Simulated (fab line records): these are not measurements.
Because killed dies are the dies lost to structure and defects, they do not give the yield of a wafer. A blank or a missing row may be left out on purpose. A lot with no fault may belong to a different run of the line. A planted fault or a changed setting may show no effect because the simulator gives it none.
fab line records ; flow n5_finfet
record: lots: 7; wafers: 18; last_day: 17
route steps=1938 shown START@1 ZERO_LAYER@2 BEOL_M4@1111 PASSIVATION@1936
lots that met no fault: taken from a fault-free run of the same line
start_h: the number of hours between the record's first day and the start of the first shown wafer of the lot ; wait_h: how many hours have passed since the lot's step before this one ; " unchanged from the row above ; L1.1+2: a single row standing in for several wafers ; - no value, or no start was given ; * or withheld: withheld ; < > ~ a bound
route shown NAME@n: NAME is a module with steps in the file, n the number in the route of the first one ; usual: mean and standard deviation over wafers with no fault ; same: alike in all rows ; chamber/n: place in a boat ; sites: each site's reading ; _std_site: their standard deviation ; _edge_site: mean of outer sites minus mean of inner sites ; radius_mm: how far each site lies from the wafer's centre ; mask NAME#n: copy n ; behind: the tool/chamber that last shaped the wafer ; hold: why the lot was held/for how many hours/how that ended ; device: transistor that didn't switch, given as n, p or np ; end of line: tests run on the same wafers once the route is complete ; for a step that has no rows: nothing shown but its recipe ; killed: the dies lost at the first sort to structure and to defects; this is not the yield of the wafer ; map: dies across one wafer; x = killed, . = not, _ = none there
set.NAME: the setting as run; set.NAME@STEP: as run at that earlier step ; model.NAME: the simulator's own value behind a step, which no gauge read
lots seen at some steps along the route; tables by step, rows by wafer
services: when a tool's chamber went out of use (start_h, in hours from the record's first day, below 0 if earlier), for how many hours, and the reason
== steps ==
step: N5_START_INSPECT_01
recipe: inspect_instrument: unpatterned_scan; mode: incoming
usual: raw_defect_count: 5.8/2.4
lot.wafer;tool;chamber;start_h;wait_h;raw_defect_count
L964.1;defect_inspect-02;-;18.03;-;7
L964.2;defect_inspect-02;-;18.03;-;7
L964.6;defect_inspect-02;-;18.03;-;7
L965.1;defect_inspect-01;-;24.03;-;8
L965.5;defect_inspect-01;-;24.03;-;4
L965.6;defect_inspect-01;-;24.03;-;3
L972.2;defect_inspect-01;-;66.03;-;2
L972.4;defect_inspect-01;-;66.03;-;5
L973.1;defect_inspect-01;-;72.03;-;5
L973.2;defect_inspect-01;-;72.03;-;6
L974.2;defect_inspect-01;-;78.03;-;5
L974.4;defect_inspect-01;-;78.03;-;3
L983.1;defect_inspect-02;-;132.03;-;6
L983.2;defect_inspect-02;-;132.03;-;10
L983.5;defect_inspect-02;-;132.03;-;8
L984.2;defect_inspect-01;-;138.03;-;6
L984.3;defect_inspect-01;-;138.03;-;9
L984.4;defect_inspect-01;-;138.03;-;6
step: N5_ZERO_LAYER_PRECLEAN_00
recipe: chemistry: SPM; time_s: 600; temp_c: 120; mix: 4:1
step: N5_ZERO_LAYER_SRD_01
recipe: time_s: 30; temp_c: 23; rinse_liquid: diw; dry: n2_spin; spin_rpm: 1500; dry_time_s: 30
step: N5_ZERO_LAYER_PECVD_02
recipe: material: SiO2; target_thk_a: 100; temp_c: 400; precursor: SiH4/N2O; pressure_torr: 0.75; rf_w: 275; time_s: 6
usual: heater_power_w: 774/76; showerhead_plenum_p_Torr: 8.07/0.1
same: time_s: 6
lot.wafer;tool;chamber;start_h;wait_h;heater_power_w;showerhead_plenum_p_Torr;since_wet_clean_h
L964.1;pecvd-03;2;18.28;0.0;683;7.99;1991
L964.2;pecvd-03;0;18.28;0.0;753;8.11;541
L964.6;pecvd-03;0;18.28;0.0;741;8.13;-
L965.1;pecvd-01;2;24.28;0.0;756;8.17;337
L965.5;pecvd-01;0;24.28;0.0;825;7.96;-
L965.6;pecvd-01;1;24.28;0.0;736;8.07;-
L972.2;pecvd-01;2;66.28;0.0;684;8.17;379
L972.4;pecvd-01;2;66.28;0.0;683;8.18;-
L973.1;pecvd-03;1;72.28;0.0;784;8.22;1320
L973.2;pecvd-03;2;72.28;0.0;712;7.98;2045
L974.2;pecvd-04;1;78.28;0.0;830;7.98;1507
L974.4;pecvd-04;0;78.28;0.0;988;8.20;-
L983.1;pecvd-03;2;132.28;0.0;757;8.00;2105
L983.2;pecvd-03;1;132.28;0.0;898;8.24;1380
L983.5;pecvd-03;2;132.28;0.0;759;7.97;-
L984.2;pecvd-03;0;138.28;0.0;714;8.15;661
L984.3;pecvd-03;1;138.28;0.0;858;8.20;1386
L984.4;pecvd-03;1;138.28;0.0;890;8.20;-
step: N5_ZERO_LAYER_HMDS_04
recipe: time_s: 60; temp_c: 120
step: N5_ZERO_LAYER_COAT_05
recipe: spin_rpm: 1500; resist_thk_nm: 1000
step: N5_ZERO_LAYER_EBR_07
recipe: solvent: PGMEA; ebr_width_mm: 1.5
step: N5_ZERO_LAYER_SOFTBAKE_06
recipe: temp_c: 100; time_s: 90
step: N5_ZERO_LAYER_EXPOSE_08
recipe: mask_id: ZERO; na: 0.55; source_shape: conventional; sigma_outer: 0.8; polarization: unpolarized; defocus_nm: 0; target_cd_nm: 2000; dose_mj: 16.2
step: N5_ZERO_LAYER_PEB_09
recipe: peb_temp_c: withheld; peb_time_s: *
usual: resist_line_temp_C: *
lot.wafer;tool;chamber;start_h;wait_h;resist_line_temp_C
L964.1;litho_track-02;0;18.55;0.1;*
L964.2;litho_track-02;0;18.55;0.1;*
L964.6;litho_track-02;0;18.55;0.1;*
L965.1;litho_track-04;0;24.65;0.1;*
L965.5;litho_track-04;0;24.65;0.1;*
L965.6;litho_track-04;0;24.65;0.1;*
L972.2;litho_track-02;0;66.52;0.0;*
L972.4;litho_track-02;0;66.52;0.0;*
L973.1;litho_track-02;0;72.52;0.1;*
L973.2;litho_track-02;0;72.52;0.1;*
L974.2;litho_track-02;0;78.52;0.0;*
L974.4;litho_track-02;0;78.52;0.0;*
L983.1;litho_track-01;0;132.52;0.1;*
L983.2;litho_track-01;0;132.52;0.1;*
L983.5;litho_track-01;0;132.52;0.1;*
L984.2;litho_track-01;0;138.65;0.0;*
L984.3;litho_track-01;0;138.65;0.0;*
L984.4;litho_track-01;0;138.65;0.0;*
step: N5_ZERO_LAYER_DEVELOP_10
recipe: develop_time_s: 60; rinse_liquid: diw; dry: air_spin; dev_temp_c: 21
step: N5_ZERO_LAYER_HARDBAKE_23
recipe: temp_c: 130; time_s: 120
step: N5_ZERO_LAYER_CD_MEAS_11
recipe: target_cd_nm: 2000; landing_energy_ev: 500; detector: se_inlens
usual: cd_nm: 2001.5/2.2
lot.wafer;tool;chamber;start_h;wait_h;cd_nm
L964.1;cd_sem-03;0;18.67;-;1998.9
L964.2;cd_sem-03;0;18.67;-;2005.0
L964.6;cd_sem-03;0;18.67;-;1998.0
L965.1;cd_sem-01;0;24.77;-;2001.7
L965.5;cd_sem-01;0;24.77;-;1998.3
L965.6;cd_sem-01;0;24.77;-;2001.4
L972.2;cd_sem-03;0;66.64;-;2010.2
L972.4;cd_sem-03;0;66.64;-;2004.7
L973.1;cd_sem-01;0;72.64;-;2009.9
L973.2;cd_sem-01;0;72.64;-;2005.8
L974.2;cd_sem-03;0;78.64;-;2009.4
L974.4;cd_sem-03;0;78.64;-;2002.8
L983.1;cd_sem-03;0;132.64;-;1999.9
L983.2;cd_sem-03;0;132.64;-;2003.3
L983.5;cd_sem-03;0;132.64;-;2000.2
L984.2;cd_sem-02;0;138.77;-;2000.2
L984.3;cd_sem-02;0;138.77;-;1997.8
L984.4;cd_sem-02;0;138.77;-;2002.0
step: N5_ZERO_LAYER_DESCUM_16
recipe: chemistry: O2; time_s: 7.9; source_power_w: 50; bias_power_w: 20; pressure_mtorr: 20; rf_frequency_hz: 2.712e+07; temp_c: 40; o2_flow_sccm: 225
usual: drypump_motor_current_A: 5.8/0.55; oes_product_au: 0.76/0.068; rf_vpp_V: 243.5/1.4; showerhead_plenum_p_Torr: 2.11/0.072; throttle_valve_pct: 20.29/0.27
same: time_s: 7.9
lot.wafer;tool;chamber;start_h;wait_h;drypump_motor_current_A;oes_product_au;rf_hours_counter_h;rf_vpp_V;showerhead_plenum_p_Torr;throttle_valve_pct
L964.1;rie_diel-06;2;18.71;0.0;6.1;0.66;237;242.8;2.04;20.69
L964.2;rie_diel-06;0;18.71;0.0;5.9;0.76;145;243.8;2.21;20.72
L964.6;rie_diel-06;0;18.71;0.0;5.9;0.76;-;244.3;2.21;20.70
L965.1;rie_diel-04;0;24.84;0.1;5.3;0.80;103;245.7;2.18;20.24
L965.5;rie_diel-04;3;24.84;0.1;5.9;0.72;-;240.7;2.00;20.37
L965.6;rie_diel-04;2;24.84;0.1;4.9;0.75;-;244.3;2.19;20.34
L972.2;rie_diel-04;2;66.77;0.1;4.9;0.75;173;245.0;2.18;20.36
L972.4;rie_diel-04;3;66.77;0.1;5.9;0.71;198;240.1;1.99;20.39
L973.1;rie_diel-02;2;72.68;0.0;6.4;0.77;150;240.8;2.04;20.61
L973.2;rie_diel-02;1;72.68;0.0;5.1;0.72;193;243.6;2.16;20.12
L974.2;rie_diel-02;1;78.97;0.3;5.1;0.71;195;244.5;2.16;20.13
L974.4;rie_diel-02;2;78.97;0.3;6.3;0.77;153;243.4;2.04;20.59
L983.1;rie_diel-06;0;132.85;0.2;5.9;0.74;180;243.6;2.19;20.77
L983.2;rie_diel-06;1;132.85;0.2;5.4;0.87;44;243.8;2.11;19.80
L983.5;rie_diel-06;2;132.85;0.2;6.2;0.92;-;243.1;2.03;20.27
L984.2;rie_diel-04;0;138.91;0.1;5.3;0.76;139;246.4;2.17;20.31
L984.3;rie_diel-04;3;138.91;0.1;5.9;0.70;220;241.3;1.98;20.40
L984.4;rie_diel-04;2;138.91;0.1;4.9;0.72;193;243.8;2.17;20.40
step: N5_BEOL_M4_RC_MEAS_101
usual: DIBL_N: 37.0/2.3; DIBL_P: 37.3/2.8; IOFF_N: 0.17/0.046; IOFF_P: 0.23/0.054; ION_N: 675/14; ION_P: 460/9.3; SS_N: 71.7/0.73; SS_P: 73.6/0.95; VT_N: 249/3.9; VT_P: -250/3.9
lot.wafer;tool;chamber;start_h;wait_h;DIBL_N[mV/V];DIBL_P[mV/V];IOFF_N[nA/um];IOFF_P[nA/um];ION_N[uA/um];ION_P[uA/um];SS_N[mV/dec];SS_P[mV/dec];VT_N[mV];VT_P[mV]
L964.1;prober-02;0;170.00;0.0;40.2;42.0;0.27;0.32;706;481;72.6;74.6;245;-245
L964.2;prober-02;0;170.00;0.0;35.6;35.0;0.15;0.19;676;458;71.8;73.1;253;-250
L964.6;prober-02;0;170.00;0.0;37.1;38.5;0.18;0.24;672;461;71.9;74.4;248;-250
L965.1;prober-02;0;173.23;0.0;36.9;36.2;0.19;0.22;675;455;71.6;73.3;245;-250
L965.5;prober-02;0;173.23;0.0;37.7;38.0;0.20;0.26;681;469;71.6;74.2;246;-248
L965.6;prober-02;0;173.23;0.0;34.2;33.5;0.11;0.17;648;449;70.9;72.7;256;-256
L972.2;prober-02;0;222.40;0.2;36.6;36.5;0.16;0.24;683;471;71.4;73.0;250;-247
L972.4;prober-02;0;222.40;0.2;34.0;33.0;0.12;0.19;646;451;71.2;71.9;252;-250
L973.1;prober-01;0;225.37;0.0;36.8;35.2;0.16;0.23;679;471;71.8;72.9;251;-246
L973.2;prober-01;0;225.37;0.0;35.5;35.9;0.14;0.24;668;469;70.9;74.1;252;-250
L974.2;prober-01;0;235.57;0.2;37.3;37.4;0.15;0.23;662;455;71.4;74.5;252;-248
L974.4;prober-01;0;235.57;0.2;36.2;34.4;0.14;0.17;664;452;71.6;72.6;253;-254
L983.1;prober-01;0;301.78;0.0;34.9;34.2;0.13;0.16;656;450;71.0;71.9;256;-255
L983.2;prober-01;0;301.78;0.0;36.4;37.6;0.16;0.20;681;464;71.2;73.6;252;-253
L983.5;prober-01;0;301.78;0.0;33.0;33.7;0.11;0.16;664;457;70.9;72.2;255;-254
L984.2;prober-01;0;308.62;0.2;39.6;37.7;0.20;0.23;664;454;72.1;73.7;244;-255
L984.3;prober-01;0;308.62;0.2;37.4;36.2;0.14;0.21;645;443;72.1;73.6;253;-253
L984.4;prober-01;0;308.62;0.2;37.9;36.0;0.15;0.19;664;451;71.7;73.2;255;-253
step: N5_PASSIVATION_PROBE_49
usual: defect_limited_yield: 91.5/1.3; killed_at_M0_to_M3: 36/10; killed_at_M4_up: 13/4.7; killed_at_contacts: 13/6.7; killed_at_front_end: 37/9.7; killed_at_other: 2.6/2.3; killed_dies: 101/15; killed_open: 67/12; killed_short: 32/6.7; sort_bin_5_function: 5.0/0.89; sort_bin_6_memory: 3.2/0.63; sort_bin_8_speed: 0.01/0.03; sort_n_pass: 1079/16; sort_yield_pct: 91.4/1.4
same: gross_dies: 1180; killed_at_back_side: 0; sort_bin_4_leakage[%]: 0
lot.wafer;tool;chamber;start_h;wait_h;defect_limited_yield[%];killed_at_M0_to_M3;killed_at_M4_up;killed_at_contacts;killed_at_front_end;killed_at_other;killed_dies;killed_open;killed_short;sort_bin_5_function[%];sort_bin_6_memory[%];sort_bin_8_speed[%];sort_n_pass;sort_yield_pct[%]
L964.1;prober-02;-;285.33;0.0;91.9;48;17;4;24;3;96;50;45;4.4;3.2;0;1084;91.9
L964.2;prober-02;-;285.38;0.1;90.6;66;14;6;24;1;111;79;32;5.5;3.9;0;1069;90.6
L964.6;prober-02;-;285.58;0.3;90.6;50;4;14;42;1;111;67;44;4.6;4.4;0;1069;90.6
L973.1;prober-02;-;343.00;0.0;91.7;29;12;20;36;1;98;69;29;4.4;3.2;0;1082;91.7
L973.2;prober-02;-;343.05;0.1;91.6;42;20;9;28;0;99;67;31;4.4;3.8;0;1081;91.6
L974.2;prober-02;-;349.44;0.1;89.7;48;16;23;34;0;121;82;37;6.0;3.8;0;1059;89.7
L974.4;prober-02;-;349.54;0.2;91.5;34;21;15;28;2;100;68;30;4.0;4.1;0;1080;91.5
L983.1;prober-02;-;404.37;0.0;93.5;21;11;7;36;2;77;51;24;3.8;2.5;0;1103;93.5
L983.2;prober-02;-;404.42;0.1;89.9;40;7;13;57;2;119;75;40;5.8;3.9;0;1061;89.9
L983.5;prober-02;-;404.57;0.2;91.5;20;15;5;57;3;100;69;30;5.3;2.9;0;1080;91.5
killed by level:class
L964.1 BEOL_M0_SAQP:geometric_particle:short=12 FIN_SAQP:geometric_particle:short=11 BEOL_M0_SAQP:geometric_particle:open=11 BEOL_M4:geometric_particle:open=9 BEOL_M1:geometric_particle:open=9 BEOL_M3:geometric_particle:short=6 BEOL_M1:geometric_particle:short=5 BEOL_M3:geometric_particle:open=4
L964.2 BEOL_M0_SAQP:geometric_particle:open=16 BEOL_M3:geometric_particle:open=14 BEOL_M0_SAQP:geometric_particle:short=11 BEOL_M1:geometric_particle:open=11 FIN_SAQP:geometric_particle:open=7 BEOL_M2:geometric_particle:open=6 MOL_CONTACT_COAG:geometric_particle:open=5 FIN_SAQP:geometric_particle:short=4
L964.6 FIN_SAQP:geometric_particle:short=20 BEOL_M3:geometric_particle:open=18 MOL_CONTACT_COAG:geometric_particle:open=11 BEOL_M0_SAQP:geometric_particle:short=11 BEOL_M0_SAQP:geometric_particle:open=9 FIN_SAQP:geometric_particle:open=8 BEOL_M1:geometric_particle:open=6 STI_FIN_REVEAL:geometric_particle:open=4
L973.1 MOL_CONTACT_COAG:geometric_particle:open=17 BEOL_M2:geometric_particle:open=15 FIN_SAQP:geometric_particle:open=8 BEOL_M0_SAQP:geometric_particle:short=8 STI_FIN_REVEAL:geometric_particle:open=7 FIN_SAQP:geometric_particle:short=6 DUMMY_GATE:geometric_particle:open=4 BEOL_M5:geometric_particle:open=4
L973.2 BEOL_M4:geometric_particle:open=14 BEOL_M0_SAQP:geometric_particle:open=11 BEOL_M0_SAQP:geometric_particle:short=10 BEOL_M2:geometric_particle:open=8 MOL_CONTACT_COAG:geometric_particle:open=7 GATE_CUT:geometric_particle:short=6 FIN_SAQP:geometric_particle:open=5 FIN_SAQP:geometric_particle:short=5
L974.2 MOL_CONTACT_COAG:geometric_particle:open=17 STI_FIN_REVEAL:geometric_particle:open=14 BEOL_M0_SAQP:geometric_particle:short=12 BEOL_M0_SAQP:geometric_particle:open=11 BEOL_M4:geometric_particle:open=8 BEOL_M3:geometric_particle:open=8 MOL_CONTACT_COAG:geometric_particle:short=6 STI_FIN_REVEAL:geometric_particle:short=4
L974.4 MOL_CONTACT_COAG:geometric_particle:open=10 BEOL_M0_SAQP:geometric_particle:short=9 BEOL_M3:geometric_particle:open=9 STI_FIN_REVEAL:geometric_particle:open=8 BEOL_M4:geometric_particle:open=8 BEOL_M2:geometric_particle:open=6 DUMMY_GATE:geometric_particle:open=5 MOL_CONTACT_COAG:geometric_particle:short=4
L983.1 BEOL_M2:geometric_particle:open=11 STI_FIN_REVEAL:geometric_particle:open=7 FIN_SAQP:geometric_particle:open=6 DUMMY_GATE:geometric_particle:open=5 GATE_CUT:geometric_particle:open=5 GATE_CUT:geometric_particle:short=5 MOL_CONTACT_COAG:geometric_particle:open=5 STARTING-WAFER:geometric_particle:short=4
L983.2 FIN_SAQP:geometric_particle:open=14 FIN_SAQP:geometric_particle:short=11 STI_FIN_REVEAL:geometric_particle:open=11 BEOL_M0_SAQP:geometric_particle:short=10 BEOL_M0_SAQP:geometric_particle:open=8 BEOL_M2:geometric_particle:open=8 MOL_CONTACT_COAG:geometric_particle:open=7 STARTING-WAFER:geometric_particle:open=7
L983.5 FIN_SAQP:geometric_particle:open=13 STI_FIN_REVEAL:geometric_particle:open=11 FIN_SAQP:geometric_particle:short=9 BEOL_M2:geometric_particle:open=9 DUMMY_GATE:geometric_particle:open=7 BEOL_M4:geometric_particle:open=6 GATE_CUT:geometric_particle:open=5 BEOL_M2:geometric_particle:short=4
== services ==
tool;chamber;start_h;hours;kind
pecvd-03;2;-2.54;16.9;repair
rie_diel-02;-;0.18;4.3;pm
pecvd-01;-;7.19;5.2;repair
rie_diel-06;3;10.86;14.6;repair
pecvd-03;1;12.36;16.5;scheduled_down
pecvd-01;-;17.84;2.1;repair
pecvd-04;0;35.70;10.0;repair
rie_diel-02;-;56.31;0.1;repair
rie_diel-06;2;58.45;-;clean
rie_diel-06;2;58.45;-;consumable_replace:focus_ring
rie_diel-06;2;58.45;18.1;scheduled_down
rie_diel-06;2;58.45;18.1;vent_cycle
pecvd-03;-;95.06;6.0;pm
rie_diel-04;2;105.53;3.5;repair
litho_track-02;-;111.51;-;consumable_replace:filter
pecvd-04;2;114.14;6.6;repair
pecvd-03;-;117.39;2.8;pm
pecvd-04;1;117.86;6.8;repair
rie_diel-02;0;133.14;-;clean
rie_diel-02;0;133.14;-;consumable_replace:focus_ring
rie_diel-02;0;133.14;16.0;scheduled_down
rie_diel-02;0;133.14;16.0;vent_cycle
litho_track-01;-;134.04;-;consumable_replace:filter
litho_track-02;-;135.69;-;consumable_replace:filter
== key ==
first_sign: step: N5_ZERO_LAYER_CD_MEAS_11; reading: cd_nm; direction: up; sigmas: 3.3; usual: 2001.5; struck: 2008.8
effect none on later readings
met_at N5_ZERO_LAYER_PEB_09
struck_wafers L972.2,L973.1,L973.2,L974.2
onset_between 18.55 66.52
fault: kind: process_parameter_drift; tool: litho_track-02; chamber: -; onset_h: 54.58; steps: N5_ZERO_LAYER_PEB_09; channel: peb_time_s; offset: *; shape: step; end_h: 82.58; scope: struck_wafers_only; acts_in: *; stated: *
